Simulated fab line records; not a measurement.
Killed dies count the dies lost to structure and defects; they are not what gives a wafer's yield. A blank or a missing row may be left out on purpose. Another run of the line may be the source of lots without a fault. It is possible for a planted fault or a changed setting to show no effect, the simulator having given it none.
Matching of chambers :: flow n5 finfet :: 4 sister chambers for N5_FIN_SAQP_SPACER1_ALD_24 on ald sin-04
The step deposits SiO2, target thk 20.3 nm, pulse time 1 s, purge time 2 s. 16 wafers are shown with their chamber, then 8 later ones without.

WAFERS WITH THEIR CHAMBER
wafer: L075.3
chamber: 2
heater power w (W): 445
precursor pulse height rel: 1.025
chamber pressure Torr (Torr): 1.996

wafer: L075.4
chamber: 1
heater power w (W): 403
precursor pulse height rel: 1.005
chamber pressure Torr (Torr): 1.996

wafer: L075.6
chamber: 3
heater power w (W): 521
precursor pulse height rel: 1.031
chamber pressure Torr (Torr): 1.995

wafer: L077.4
chamber: 3
heater power w (W): 527
precursor pulse height rel: 0.967
chamber pressure Torr (Torr): 2.003

wafer: L077.5
chamber: 1
heater power w (W): 400
precursor pulse height rel: 0.972
chamber pressure Torr (Torr): 2.005

wafer: L077.6
chamber: 0
heater power w (W): 435
precursor pulse height rel: 1.015
chamber pressure Torr (Torr): 2.005

wafer: L080.1
chamber: 3
heater power w (W): 531
precursor pulse height rel: 1.000
chamber pressure Torr (Torr): 1.995

wafer: L080.4
chamber: 1
heater power w (W): 415
precursor pulse height rel: 0.958
chamber pressure Torr (Torr): 1.998

wafer: L080.6
chamber: 1
heater power w (W): 408
precursor pulse height rel: 1.026
chamber pressure Torr (Torr): 1.996

wafer: L082.2
chamber: 2
heater power w (W): 463
precursor pulse height rel: 0.979
chamber pressure Torr (Torr): 2.005

wafer: L082.3
chamber: 3
heater power w (W): 512
precursor pulse height rel: 1.011
chamber pressure Torr (Torr): 2.002

wafer: L082.5
chamber: 3
heater power w (W): 538
precursor pulse height rel: 0.971
chamber pressure Torr (Torr): 2.000

wafer: L083.1
chamber: 3
heater power w (W): 514
precursor pulse height rel: 0.994
chamber pressure Torr (Torr): 1.995

wafer: L083.4
chamber: 0
heater power w (W): 433
precursor pulse height rel: 1.020
chamber pressure Torr (Torr): 1.998

wafer: L083.5
chamber: 0
heater power w (W): 438
precursor pulse height rel: 0.991
chamber pressure Torr (Torr): 1.998

wafer: L084.2
chamber: 3
heater power w (W): 514
precursor pulse height rel: 1.032
chamber pressure Torr (Torr): 2.000

SIGNATURES (means of the wafers above)
reading: heater power w
chamber 0: 435.33
chamber 1: 406.50
chamber 2: 454.00
chamber 3: 522.43
scatter within a chamber: 8.63

reading: precursor pulse height rel
chamber 0: 1.00867
chamber 1: 0.99025
chamber 2: 1.00200
chamber 3: 1.00086
scatter within a chamber: 0.0266

reading: chamber pressure Torr
chamber 0: 2.00033
chamber 1: 1.99875
chamber 2: 2.00050
chamber 3: 1.99857
scatter within a chamber: 0.0041
Rule: distance of a wafer from a chamber = root of the sum over the readings of ((wafer's reading minus chamber's mean) / reading's scatter) squared. The wafer belongs to the nearest chamber; if the next one is less than 2 further off, it can't be placed. The scatter is the square root of a quotient: the sum, over the shown wafers, of each reading's squared deviation from its chamber's mean, divided by wafers minus chambers.

WAFERS WHOSE CHAMBER IS MISSING
wafer: L084.4
heater power w (W): 415
precursor pulse height rel: 0.979
chamber pressure Torr (Torr): 1.998

wafer: L084.6
heater power w (W): 442
precursor pulse height rel: 1.008
chamber pressure Torr (Torr): 2.002

wafer: L094.1
heater power w (W): 402
precursor pulse height rel: 1.024
chamber pressure Torr (Torr): 1.998

wafer: L094.2
heater power w (W): 440
precursor pulse height rel: 0.997
chamber pressure Torr (Torr): 2.003

wafer: L094.3
heater power w (W): 445
precursor pulse height rel: 0.984
chamber pressure Torr (Torr): 1.993

wafer: L096.3
heater power w (W): 458
precursor pulse height rel: 0.979
chamber pressure Torr (Torr): 2.006

wafer: L096.4
heater power w (W): 407
precursor pulse height rel: 1.006
chamber pressure Torr (Torr): 2.002

wafer: L096.5
heater power w (W): 418
precursor pulse height rel: 1.007
chamber pressure Torr (Torr): 1.993

EACH ONE'S CHAMBER
wafer: L084.4
from the rows above: can't be placed: 1 or 0
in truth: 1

wafer: L084.6
from the rows above: can't be placed: 0 or 2
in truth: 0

wafer: L094.1
from the rows above: 1
in truth: 1

wafer: L094.2
from the rows above: can't be placed: 0 or 2
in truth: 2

wafer: L094.3
from the rows above: can't be placed: 2 or 0
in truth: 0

wafer: L096.3
from the rows above: can't be placed: 2 or 0
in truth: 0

wafer: L096.4
from the rows above: 1
in truth: 1

wafer: L096.5
from the rows above: can't be placed: 1 or 0
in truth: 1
Correct placement for 2 of the 8. Can't be placed from these rows: 6 (the true chamber is among the candidates in 6). Placed wrongly: 0.
